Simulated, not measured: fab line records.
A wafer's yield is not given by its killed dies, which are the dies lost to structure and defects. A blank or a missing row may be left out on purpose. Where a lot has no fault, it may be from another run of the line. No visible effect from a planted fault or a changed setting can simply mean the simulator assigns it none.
fab line records + flow nand-harc + part 2 of 2: steps 5 to 6 of 6
record:
- lots: 21
- wafers: 63
- last-day: 25
route steps=1159 shown A_STAIRCASE@533
lots that met no fault: taken from a fault-free run of the same line
start-h: hours from the record's first day to the start of the lot's first wafer shown + wait-h: time in hours since the lot's previous step + " as in the row above + L1.1+2: several wafers, shown together as one row + - no value, or no start given + * or withheld: withheld + < > ~ a bound
route shown NAME@n: a module of which the file shows steps, and the number in the route of the first + usual: mean/standard deviation taken from wafers without a fault + same: alike in all rows + chamber/n: place in a boat + sites: each site's reading + _std_site: how widely they spread, as a standard deviation + _edge_site: inner sites' mean taken away from outer sites' mean + radius-mm: how far each site lies from the wafer's centre + mask NAME#n: copy n + behind: the last tool/chamber to shape the wafer + hold: what put the lot on hold/how long, in hours/how the hold closed + device: the n, p or np transistor that did not switch + end of line: tests of these same wafers at the route's end + a step given without rows: its recipe and nothing more + killed: at the first sort, the dies lost to defects and structure; wafer yield is something else + map: a wafer's dies, x killed, . not, _ none there
set.NAME: the setting as run; set.NAME@STEP: as run at that earlier step + model.NAME: the simulator's own value behind a step, which no gauge read
a sample of lots followed through the steps of the route, with each step as a table and each wafer as a row
services: the hour from which a tool's chamber was out of use, counted from the record's first day as start-h (under 0 if before that day), plus the number of hours and why
== steps ==
step: NHARC_A_STAIRCASE_TRIM_226
recipe:
- time-s: 211.2
- o2-flow-sccm: 500
- ar-flow-sccm: 0
- bias-w: 0
- chemistry: O2
usual:
- drypump-motor-current-A: 5.9/0.36
- oes-product-au: 0.998/0.008
- rf-vpp-V: 57.7/0.86
- showerhead-plenum-p-Torr: 3.45/0.14
- throttle-valve-pct: 17.037/0.0095
| lot.wafer | tool        | chamber | start-h | wait-h | drypump-motor-current-A | oes-product-au | rf-hours-counter-h | rf-vpp-V | showerhead-plenum-p-Torr | throttle-valve-pct |
|-----------|-------------|---------|---------|--------|-------------------------|----------------|--------------------|----------|--------------------------|--------------------|
| L074.3    | rie-diel-01 | 1       | -       | -      | 5.6                     | 0.984          | 39                 | 57.1     | 3.33                     | 17.039             |
| L074.1    | "           | 3       | "       | "      | 6.0                     | 0.983          | 41                 | 57.3     | 3.56                     | 17.043             |
| L074.6    | "           | 1       | "       | "      | 5.6                     | 0.998          | -                  | 58.4     | 3.33                     | 17.042             |
| L075.3    | rie-diel-01 | 1       | -       | -      | 5.6                     | 0.991          | 39                 | 57.1     | 3.33                     | 17.041             |
| L075.2    | "           | 3       | "       | "      | 6.0                     | 0.988          | 41                 | 58.8     | 3.56                     | 17.040             |
| L075.6    | "           | 1       | "       | "      | 5.6                     | 0.996          | -                  | 56.9     | 3.33                     | 17.033             |
| L076.1    | rie-diel-01 | 2       | -       | -      | 5.8                     | 0.995          | 39                 | 56.1     | 3.35                     | 17.045             |
| L076.4    | "           | 0       | "       | "      | 5.8                     | 0.995          | -                  | 58.7     | 3.48                     | 17.053             |
| L076.5    | "           | 2       | "       | "      | 5.8                     | 1.004          | -                  | 57.9     | 3.35                     | 17.048             |
| L077.1    | rie-diel-01 | 0       | -       | -      | 5.8                     | 0.994          | 44                 | 57.2     | 3.48                     | 17.032             |
| L077.5    | "           | 0       | "       | "      | 5.8                     | 1.003          | -                  | 57.7     | 3.48                     | 17.038             |
| L077.6    | "           | 3       | "       | "      | 6.0                     | 0.997          | -                  | 57.0     | 3.55                     | 17.070             |
| L078.4    | rie-diel-01 | 0       | -       | -      | 5.8                     | 0.985          | 46                 | 58.1     | 3.48                     | 17.027             |
| L078.1    | "           | 3       | "       | "      | 6.0                     | 0.997          | 51                 | 59.1     | 3.55                     | 17.040             |
| L078.6    | "           | 1       | "       | "      | 5.6                     | 1.006          | -                  | 58.5     | 3.32                     | 17.040             |
| L079.4    | rie-diel-13 | 1       | -       | -      | 5.3                     | 1.000          | 57                 | 56.9     | 3.36                     | 17.019             |
| L079.1    | "           | 2       | "       | "      | 6.6                     | 1.009          | 60                 | 57.0     | 3.27                     | 17.020             |
| L079.6    | "           | 1       | "       | "      | 5.3                     | 0.997          | -                  | 58.0     | 3.36                     | 17.042             |
| L081.4    | rie-diel-06 | 3       | -       | -      | 6.3                     | 1.013          | 12                 | 57.9     | 3.29                     | 17.040             |
| L081.1    | "           | 0       | "       | "      | 5.9                     | 0.994          | 12                 | 58.5     | 3.61                     | 17.043             |
| L081.3    | "           | 1       | "       | "      | 6.5                     | 0.995          | 13                 | 57.0     | 3.69                     | 17.027             |
| L080.2    | rie-diel-01 | 3       | -       | -      | 6.0                     | 0.994          | 55                 | 59.7     | 3.55                     | 17.043             |
| L080.4    | "           | 0       | "       | "      | 5.8                     | 0.987          | 51                 | 57.5     | 3.47                     | 17.031             |
| L080.6    | "           | 3       | "       | "      | 6.0                     | 0.989          | -                  | 58.3     | 3.55                     | 17.043             |
| L082.1    | rie-diel-01 | 1       | -       | -      | 5.6                     | 0.999          | 57                 | 58.0     | 3.32                     | 17.032             |
| L082.4    | "           | 2       | "       | "      | 5.8                     | 0.997          | 53                 | 57.7     | 3.34                     | 17.029             |
| L082.2    | "           | 0       | "       | "      | 5.8                     | 0.997          | 56                 | 57.2     | 3.47                     | 17.054             |
| L085.3    | rie-diel-06 | 2       | -       | -      | 6.5                     | 0.990          | 21                 | 57.3     | 3.59                     | 17.018             |
| L085.4    | "           | 0       | "       | "      | 5.9                     | 0.993          | 22                 | 58.5     | 3.60                     | 17.035             |
| L085.5    | "           | 2       | "       | "      | 6.4                     | 0.999          | -                  | 56.2     | 3.59                     | 17.050             |
| L084.3    | rie-diel-01 | 3       | -       | -      | 6.0                     | 0.987          | 67                 | 56.8     | 3.54                     | 17.042             |
| L084.5    | "           | 3       | "       | "      | 6.0                     | 0.985          | -                  | 58.0     | 3.54                     | 17.030             |
| L084.6    | "           | 0       | "       | "      | 5.8                     | 0.979          | -                  | 58.7     | 3.47                     | 17.043             |
| L087.2    | rie-diel-06 | 2       | -       | -      | 6.5                     | 0.991          | 25                 | 58.6     | 3.59                     | 17.032             |
| L087.1    | "           | 3       | "       | "      | 6.3                     | 1.005          | 26                 | 57.8     | 3.28                     | 17.036             |
| L087.6    | "           | 2       | "       | "      | 6.5                     | 0.987          | -                  | 58.2     | 3.59                     | 17.018             |
| L086.4    | rie-diel-13 | 1       | -       | -      | 5.3                     | 0.993          | 20                 | 57.8     | 3.35                     | 17.039             |
| L086.1    | "           | 3       | "       | "      | 5.4                     | 0.991          | 22                 | 57.6     | 3.28                     | 17.048             |
| L086.6    | "           | 2       | "       | "      | 6.5                     | 0.995          | -                  | 59.5     | 3.80                     | 17.030             |
| L088.3    | rie-diel-06 | 0       | -       | -      | 5.9                     | 1.006          | 32                 | 57.0     | 3.59                     | 17.057             |
| L088.1    | "           | 2       | "       | "      | 6.5                     | 1.001          | 31                 | 58.0     | 3.59                     | 17.049             |
| L088.5    | "           | 3       | "       | "      | 6.3                     | 1.001          | -                  | 56.6     | 3.28                     | 17.045             |
| L089.2    | rie-diel-01 | 2       | -       | -      | 5.8                     | 0.990          | 3                  | 57.2     | 3.34                     | 17.030             |
| L089.1    | "           | 3       | "       | "      | 6.0                     | 1.002          | 3                  | 57.2     | 3.54                     | 17.027             |
| L089.5    | "           | 3       | "       | "      | 6.1                     | 0.996          | -                  | 57.1     | 3.54                     | 17.039             |
| L091.4    | rie-diel-13 | 3       | -       | -      | 5.4                     | 0.978          | 28                 | 57.7     | 3.28                     | 17.016             |
| L091.1    | "           | 0       | "       | "      | 5.6                     | 1.011          | 24                 | 58.9     | 3.56                     | 17.037             |
| L091.3    | "           | 1       | "       | "      | 5.4                     | 0.989          | 25                 | 57.5     | 3.35                     | 17.045             |
| L092.1    | rie-diel-13 | 3       | -       | -      | 5.4                     | 0.996          | 28                 | 56.7     | 3.28                     | 17.043             |
| L092.5    | "           | 1       | "       | "      | 5.3                     | 0.999          | -                  | 58.0     | 3.34                     | 17.034             |
| L092.6    | "           | 2       | "       | "      | 6.6                     | 0.999          | -                  | 58.4     | 3.79                     | 17.031             |
| L093.1    | rie-diel-06 | 0       | -       | -      | 5.9                     | 0.992          | 41                 | 59.5     | 3.59                     | 17.045             |
| L093.3    | "           | 1       | "       | "      | 6.5                     | 1.005          | 41                 | 58.6     | 3.67                     | 17.038             |
| L093.2    | "           | 2       | "       | "      | 6.5                     | 0.996          | 40                 | 58.2     | 3.58                     | 17.048             |
| L094.3    | rie-diel-13 | 1       | -       | -      | 5.3                     | 1.011          | 32                 | 56.7     | 3.34                     | 17.035             |
| L094.4    | "           | 2       | "       | "      | 6.6                     | 0.993          | 33                 | 58.2     | 3.79                     | 17.037             |
| L094.6    | "           | 0       | "       | "      | 5.7                     | 1.020          | -                  | 58.0     | 3.56                     | 17.032             |
| L095.2    | rie-diel-01 | 1       | -       | -      | 5.6                     | 1.008          | 13                 | 57.9     | 3.31                     | 17.032             |
| L095.1    | "           | 0       | "       | "      | 5.8                     | 1.010          | 16                 | 58.2     | 3.46                     | 17.027             |
| L095.6    | "           | 2       | "       | "      | 5.8                     | 1.005          | -                  | 57.7     | 3.33                     | 17.037             |
| L096.2    | rie-diel-01 | 0       | -       | -      | 5.8                     | 1.000          | 18                 | 57.3     | 3.46                     | 17.042             |
| L096.4    | "           | 2       | "       | "      | 5.8                     | 1.009          | 18                 | 58.8     | 3.33                     | 17.028             |
| L096.5    | "           | 0       | "       | "      | 5.8                     | 0.997          | -                  | 58.8     | 3.46                     | 17.042             |
step: NHARC_A_STAIRCASE_TRIM_235
recipe:
- time-s: 211.2
- o2-flow-sccm: 500
- ar-flow-sccm: 0
- bias-w: 0
- chemistry: O2
usual:
- drypump-motor-current-A: 5.9/0.38
- oes-product-au: 0.998/0.009
- rf-vpp-V: 57.6/0.9
- showerhead-plenum-p-Torr: 3.45/0.14
- throttle-valve-pct: 17.038/0.0092
| lot.wafer | tool        | chamber | start-h | wait-h | drypump-motor-current-A | oes-product-au | rf-hours-counter-h | rf-vpp-V | showerhead-plenum-p-Torr | throttle-valve-pct |
|-----------|-------------|---------|---------|--------|-------------------------|----------------|--------------------|----------|--------------------------|--------------------|
| L074.1    | rie-diel-01 | 0       | -       | -      | 5.8                     | 0.997          | 39                 | 58.3     | 3.48                     | 17.034             |
| L074.3    | "           | 1       | "       | "      | 5.6                     | 0.992          | 40                 | 58.4     | 3.33                     | 17.043             |
| L074.6    | "           | 2       | "       | "      | 5.7                     | 0.995          | -                  | 58.3     | 3.35                     | 17.045             |
| L075.2    | rie-diel-13 | 3       | -       | -      | 5.4                     | 0.999          | 51                 | 57.0     | 3.30                     | 17.050             |
| L075.3    | "           | 1       | "       | "      | 5.3                     | 1.003          | 51                 | 56.1     | 3.36                     | 17.047             |
| L075.6    | "           | 3       | "       | "      | 5.4                     | 1.003          | -                  | 57.4     | 3.30                     | 17.036             |
| L076.1    | rie-diel-13 | 2       | -       | -      | 6.5                     | 1.002          | 58                 | 57.3     | 3.27                     | 17.028             |
| L076.4    | "           | 3       | "       | "      | 5.4                     | 0.998          | 55                 | 58.4     | 3.30                     | 17.029             |
| L076.5    | "           | 2       | "       | "      | 6.5                     | 1.011          | -                  | 58.1     | 3.27                     | 17.042             |
| L077.1    | rie-diel-01 | 3       | -       | -      | 6.0                     | 0.985          | 47                 | 57.5     | 3.55                     | 17.055             |
| L077.6    | "           | 3       | "       | "      | 6.0                     | 0.982          | -                  | 58.9     | 3.55                     | 17.039             |
| L077.5    | "           | 0       | "       | "      | 5.8                     | 0.993          | -                  | 57.0     | 3.48                     | 17.034             |
| L078.1    | rie-diel-01 | 3       | -       | -      | 6.0                     | 0.988          | 51                 | 57.2     | 3.55                     | 17.047             |
| L078.4    | "           | 1       | "       | "      | 5.6                     | 0.999          | 48                 | 56.9     | 3.32                     | 17.044             |
| L078.6    | "           | 0       | "       | "      | 5.8                     | 0.991          | -                  | 56.5     | 3.48                     | 17.031             |
| L079.4    | rie-diel-13 | 2       | -       | -      | 6.5                     | 1.006          | 61                 | 56.0     | 3.27                     | 17.027             |
| L079.1    | "           | 0       | "       | "      | 5.6                     | 0.979          | 58                 | 57.1     | 3.58                     | 17.046             |
| L079.6    | "           | 3       | "       | "      | 5.5                     | 0.996          | -                  | 56.6     | 3.29                     | 17.041             |
| L081.1    | rie-diel-06 | 1       | -       | -      | 6.6                     | 1.000          | 13                 | 57.6     | 3.69                     | 17.035             |
| L081.4    | "           | 2       | "       | "      | 6.4                     | 0.997          | 13                 | 57.8     | 3.60                     | 17.026             |
| L081.3    | "           | 3       | "       | "      | 6.3                     | 1.025          | 12                 | 57.1     | 3.29                     | 17.025             |
| L080.2    | rie-diel-13 | 1       | -       | -      | 5.3                     | 1.002          | 1                  | 57.4     | 3.36                     | 17.042             |
| L080.4    | "           | 0       | "       | "      | 5.7                     | 0.992          | 1                  | 57.2     | 3.58                     | 17.052             |
| L080.6    | "           | 1       | "       | "      | 5.3                     | 0.996          | -                  | 58.2     | 3.36                     | 17.051             |
| L082.2    | rie-diel-13 | 3       | -       | -      | 5.4                     | 0.983          | 9                  | 57.5     | 3.29                     | 17.026             |
| L082.4    | "           | 0       | "       | "      | 5.6                     | 0.998          | 7                  | 57.4     | 3.57                     | 17.040             |
| L082.1    | "           | 1       | "       | "      | 5.3                     | 0.994          | 8                  | 58.5     | 3.35                     | 17.047             |
| L085.3    | rie-diel-06 | 2       | -       | -      | 6.5                     | 1.004          | 23                 | 58.0     | 3.59                     | 17.039             |
| L085.4    | "           | 3       | "       | "      | 6.3                     | 1.005          | 23                 | 57.1     | 3.28                     | 17.052             |
| L085.5    | "           | 2       | "       | "      | 6.4                     | 0.998          | -                  | 57.5     | 3.59                     | 17.044             |
| L084.3    | rie-diel-01 | 2       | -       | -      | 5.7                     | 1.012          | 60                 | 58.8     | 3.34                     | 17.045             |
| L084.6    | "           | 2       | "       | "      | 5.8                     | 1.002          | -                  | 57.1     | 3.34                     | 17.031             |
| L084.5    | "           | 3       | "       | "      | 6.0                     | 0.990          | -                  | 57.8     | 3.54                     | 17.040             |
| L087.2    | rie-diel-06 | 3       | -       | -      | 6.3                     | 0.999          | 26                 | 58.4     | 3.28                     | 17.041             |
| L087.1    | "           | 1       | "       | "      | 6.6                     | 0.999          | 26                 | 57.3     | 3.68                     | 17.058             |
| L087.6    | "           | 0       | "       | "      | 5.9                     | 0.980          | -                  | 59.0     | 3.60                     | 17.040             |
| L086.1    | rie-diel-06 | 3       | -       | -      | 6.3                     | 1.001          | 31                 | 58.0     | 3.28                     | 17.038             |
| L086.4    | "           | 1       | "       | "      | 6.6                     | 1.009          | 30                 | 57.7     | 3.68                     | 17.030             |
| L086.6    | "           | 3       | "       | "      | 6.3                     | 1.002          | -                  | 58.2     | 3.28                     | 17.044             |
| L088.3    | rie-diel-06 | 1       | -       | -      | 6.6                     | 1.002          | 31                 | 58.1     | 3.68                     | 17.030             |
| L088.1    | "           | 2       | "       | "      | 6.5                     | 0.986          | 31                 | 58.8     | 3.59                     | 17.010             |
| L088.5    | "           | 1       | "       | "      | 6.5                     | 1.001          | -                  | 58.1     | 3.68                     | 17.026             |
| L089.1    | rie-diel-01 | 1       | -       | -      | 5.6                     | 1.012          | 3                  | 56.2     | 3.32                     | 17.041             |
| L089.2    | "           | 2       | "       | "      | 5.8                     | 0.993          | 3                  | 57.8     | 3.34                     | 17.044             |
| L089.5    | "           | 1       | "       | "      | 5.6                     | 1.004          | -                  | 58.3     | 3.32                     | 17.031             |
| L091.4    | rie-diel-01 | 2       | -       | -      | 5.8                     | 0.995          | 7                  | 56.8     | 3.33                     | 17.039             |
| L091.3    | "           | 3       | "       | "      | 6.0                     | 1.009          | 7                  | 57.3     | 3.54                     | 17.033             |
| L091.1    | "           | 0       | "       | "      | 5.8                     | 1.013          | 7                  | 56.1     | 3.46                     | 17.039             |
| L092.1    | rie-diel-13 | 2       | -       | -      | 6.6                     | 1.008          | 27                 | 57.6     | 3.79                     | 17.059             |
| L092.5    | "           | 0       | "       | "      | 5.7                     | 0.998          | -                  | 57.0     | 3.56                     | 17.045             |
| L092.6    | "           | 1       | "       | "      | 5.4                     | 0.999          | -                  | 56.8     | 3.34                     | 17.037             |
| L093.1    | rie-diel-06 | 3       | -       | -      | 6.3                     | 1.006          | 41                 | 56.5     | 3.27                     | 17.022             |
| L093.2    | "           | 0       | "       | "      | 5.9                     | 0.994          | 42                 | 58.6     | 3.59                     | 17.050             |
| L093.3    | "           | 2       | "       | "      | 6.5                     | 1.002          | 41                 | 57.4     | 3.58                     | 17.039             |
| L094.3    | rie-diel-06 | 1       | -       | -      | 6.6                     | 1.007          | 43                 | 56.4     | 3.67                     | 17.037             |
| L094.4    | "           | 2       | "       | "      | 6.5                     | 0.992          | -                  | 57.9     | 3.58                     | 17.035             |
| L094.6    | "           | 0       | "       | "      | 5.9                     | 0.996          | -                  | 58.7     | 3.59                     | 17.027             |
| L095.1    | rie-diel-01 | 0       | -       | -      | 5.8                     | 1.019          | 17                 | 59.0     | 3.46                     | 17.037             |
| L095.2    | "           | 1       | "       | "      | 5.5                     | 1.008          | 14                 | 56.6     | 3.31                     | 17.025             |
| L095.6    | "           | 0       | "       | "      | 5.8                     | 1.014          | -                  | 57.2     | 3.46                     | 17.048             |
| L096.4    | rie-diel-01 | 2       | -       | -      | 5.8                     | 1.008          | 19                 | 57.6     | 3.33                     | 17.030             |
| L096.2    | "           | 3       | "       | "      | 6.0                     | 0.995          | 20                 | 57.8     | 3.53                     | 17.028             |
| L096.5    | "           | 0       | "       | "      | 5.8                     | 1.000          | -                  | 58.1     | 3.46                     | 17.036             |
== services ==
| tool            | chamber | start-h | hours | kind   |
|-----------------|---------|---------|-------|--------|
| rie-diel-01     | 0       | 220.35  | -     | clean  |
| rie-diel-01     | 1       | 220.35  | -     | clean  |
| rie-diel-01     | 2       | 220.35  | -     | clean  |
| rie-diel-01     | 3       | 220.35  | -     | clean  |
| rie-diel-06     | -       | 241.27  | 9.0   | pm     |
| rie-diel-01     | 0       | 244.88  | -     | clean  |
| rie-diel-01     | 1       | 244.88  | -     | clean  |
| rie-diel-01     | 2       | 244.88  | -     | clean  |
| rie-diel-01     | 3       | 244.88  | -     | clean  |
| rie-diel-01     | 1       | 255.60  | 2.0   | repair |
| rie-diel-01     | 0       | 260.84  | 5.2   | repair |
| plasma-asher-02 | -       | 263.43  | 0.5   | repair |
| rie-diel-01     | 0       | 269.38  | -     | clean  |
| rie-diel-01     | 1       | 269.38  | -     | clean  |
| rie-diel-01     | 2       | 269.38  | -     | clean  |
| rie-diel-13     | -       | 276.08  | 9.0   | pm     |
| plasma-asher-01 | -       | 276.52  | 9.0   | pm     |
| rie-diel-06     | -       | 296.99  | 3.5   | repair |
| rie-diel-01     | 1       | 308.71  | 14.6  | repair |
| rie-diel-13     | 2       | 309.80  | 3.9   | repair |
| rie-diel-01     | -       | 315.40  | 9.0   | pm     |
| rie-diel-01     | 1       | 333.90  | 6.0   | repair |
| rie-diel-06     | 3       | 359.28  | 27.0  | repair |
| plasma-asher-02 | -       | 360.51  | 9.0   | pm     |
